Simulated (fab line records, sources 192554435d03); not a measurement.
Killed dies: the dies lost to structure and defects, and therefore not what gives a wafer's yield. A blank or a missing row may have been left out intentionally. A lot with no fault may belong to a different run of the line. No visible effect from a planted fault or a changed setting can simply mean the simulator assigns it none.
Struck lot and sound lot, side by side    flow n5Finfet    39 out of 1938 route steps
Sound: the wafers L894.3, L894.4, L894.6. The struck wafers were L908.1, L908.3, L908.4. The cause is given at the end.
Each step with rows lists, per side, the tool, then ch with its chambers, then its first start. Under that, the readings that differ: sound wafers    struck wafers    difference of the means    sigmas: that difference in standard deviations of wafers without a fault.
alike: readings with means less than 2 such deviations apart, plus words and numbers identical on both sides. not compared: withheld readings, readings lacking a value on some wafer, bounds such as >300 that could conceal the same value, and numbers that have no deviation in the record and whose values overlap.
The two part at a step that has a row with sigmas, a row that says differs or no value, or rows on one side only. Numbers that don't overlap but have no deviation are shown without sigmas and don't part them. Lack of a reading on every wafer of one side parts them only where that side has two or more wafers.

first, 11 steps without rows for these wafers: N5_BEOL_M4_STRIP_65 (strips in N2/H2); N5_BEOL_M4_STRIP_75 (strips in N2/H2); N5_BEOL_M4_STRIP_66 (strips in CF4); N5_BEOL_M4_HM_OPEN_17 (chemistry Cl2/BCl3, target TiN, target depth 20 nm, overetch 6 nm); N5_BEOL_M4_STRIP_19 (strips in O2); N5_BEOL_M4_COAT_67 (time 60 s, resist thk 60 nm); N5_BEOL_M4_COAT_68 (time 60 s, resist thk 12 nm); N5_BEOL_M4_COAT_76 (time 60 s, resist thk 5 nm); N5_BEOL_M4_COAT_22 (resist thk 30 nm); N5_BEOL_M4_EBR_24; N5_BEOL_M4_SOFTBAKE_23 (time 60 s).
N5_BEOL_M4_EXPOSE_25: exposes mask V3, defocus 5 nm.
  sound on euvScanner-02 ch 0, day 8 04:38; struck on euvScanner-02 ch 0, day 12 05:59
reading                        sound           struck          difference  sigmas
model.BEOL_M4.overlayXNm (nm)  -0.2 -0.2 -0.2  11.2 11.2 11.2  +11.4       
  alike: mask
then, 2 steps without rows for these wafers: N5_BEOL_M4_PEB_26 (peb time 60 s); N5_BEOL_M4_DEVELOP_27 (develop time 30 s).
N5_BEOL_M4_OVL_MEAS_29:
  sound on overlay-01 ch 0, day 8 04:48; struck on overlay-02 ch 0, day 12 06:10
reading      sound          struck          difference  sigmas
V3_OVL (nm)  -0.1 0.1 -0.1  11.4 11.4 12.5  +11.8       +18
then, 22 steps without rows for these wafers: N5_BEOL_M4_DESCUM_33 (chemistry O2, time 7 s); N5_BEOL_M4_ETCH_77 (etches underlayer in N2/H2, target depth 6.5 nm, time 5.2 s); N5_BEOL_M4_ETCH_69 (etches SiARC in CF4, target depth 15.6 nm, time 26 s); N5_BEOL_M4_ALD_98 (deposits SiO2, target thk 2.5 nm, pulse time 1 s, co reactant pulse time 1 s); N5_BEOL_M4_ETCHBACK_99 (etches SiO2 in CHF3, target depth 5 nm, time 10.4 s); N5_BEOL_M4_ETCH_70 (etches SOC in N2/H2, target depth 80 nm, overetch 24 nm, time 130 s); N5_BEOL_M4_STRIP_71 (strips in N2/H2); N5_BEOL_M4_STRIP_78 (strips in N2/H2); N5_BEOL_M4_VIA_ETCH_34 (etches the open film in C4F6/O2, target depth 69.4 nm, time 65.9 s); N5_BEOL_M4_STRIP_83 (strips in C4F6/O2); N5_BEOL_M4_STRIP_36 (strips in N2/H2); N5_BEOL_M4_TRENCH_ETCH_37 (etches SiOC in C4F6/O2, target depth 55.555 nm, time 29.2 s); N5_BEOL_M4_ETCH_41 (etches SiCN in CH3F/O2, target depth 29.9 nm, time 52.5 s); N5_BEOL_M4_STRIP_97 (strips in N2/H2, time 10 s); N5_BEOL_M4_HM_STRIP_39 (strips TiN in peroxide tin strip, target depth 25 nm, time 158 s); N5_BEOL_M4_SRD_40 (time 30 s); N5_BEOL_M4_PRECLEAN_42 (cleans in residue remover, time 60 s); N5_BEOL_M4_SRD_43 (time 30 s); N5_BEOL_M4_DEGAS_44 (time 60 s); N5_BEOL_M4_PRE_CLEAN_45 (time 30 s); N5_BEOL_M4_ALD_84 (deposits TaN, pulse time 2 s, purge time 3 s, co reactant purge time 2 s); N5_BEOL_M4_SURFACE_TREAT_85.
N5_BEOL_M4_RC_MEAS_101:
  sound on prober-02 ch 0, day 8 13:30; struck on prober-01 ch 0, day 12 14:57
reading        sound           struck          difference  sigmas
DIBL_P (mV/V)  36.3 37.7 35.2  32.8 33.8 31.4  -3.7        -2
  alike: DIBL_N, IOFF_N, IOFF_P, ION_N, ION_P, SS_N, SS_P, VT_N, VT_P
-- the record jumps here: 4 days lie between the struck wafers' starts before and after (it left off in module BEOL_M4 and takes up again in module PASSIVATION, whose first step shown is number 1936 of the route) --
N5_PASSIVATION_PROBE_49:
  record: rows for the struck wafers here (prober-02, day 16 21:45), none for the sound ones

WHERE THEY PART
Last at N5_PASSIVATION_PROBE_49 as far as this record goes, first at N5_BEOL_M4_OVL_MEAS_29.

WHY: the cause the simulator had injected
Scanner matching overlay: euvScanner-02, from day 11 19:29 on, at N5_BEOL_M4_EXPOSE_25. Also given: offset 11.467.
